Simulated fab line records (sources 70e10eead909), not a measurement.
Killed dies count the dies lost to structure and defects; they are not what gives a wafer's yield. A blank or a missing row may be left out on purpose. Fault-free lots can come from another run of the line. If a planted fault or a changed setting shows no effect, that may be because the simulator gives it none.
Chamber matching | flow nandHarc | NHARC_A_CONTACT_DESCUM_13 on rieDiel-05 has 4 sister chambers
The step chemistry O2, time 3 s. 4 wafers are shown with their chamber, then 8 later ones without.

## WAFERS PAIRED WITH THEIR CHAMBERS
wafer  | chamber | showerheadPlenumPTorr (Torr)
L081.2 | 1       | 1.83
L083.3 | 2       | 2.04
L083.5 | 0       | 1.78
L091.1 | 3       | 1.84

## WAFERS MISSING THEIR CHAMBER
wafer  | showerheadPlenumPTorr (Torr)
L091.3 | 2.04
L091.6 | 1.84
L094.1 | 1.83
L094.3 | 2.04
L094.6 | 1.82
L092.1 | 1.77
L092.2 | 2.04
L092.6 | 1.77

## CHAMBER TAKEN BY EACH
wafer  | from the rows above     | in truth
L091.3 | 2                       | 2
L091.6 | can't be placed: 3 or 1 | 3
L094.1 | can't be placed: 1 or 3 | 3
L094.3 | 2                       | 2
L094.6 | can't be placed: 1 or 3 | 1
L092.1 | 0                       | 0
L092.2 | 2                       | 2
L092.6 | 0                       | 0
Placed correctly: 5 of 8. From these rows, 3 cannot be placed; in 3 the true chamber is one of the candidates. Wrongly placed: 0.
How it was worked out, from the rows above alone: a wafer's distance from a chamber is the root of the sum, over the readings, of the square of ((its reading less the chamber's mean) divided by the reading's scatter). If the next closest chamber is less than 2 further off than the closest, the wafer can't be placed; otherwise it belongs to the closest. For every chamber, the mean is computed from those of its wafers that are shown. The scatter (one wafer shown for each chamber): square how far every hidden wafer sits from the nearest shown wafer, average those squares and take the square root.
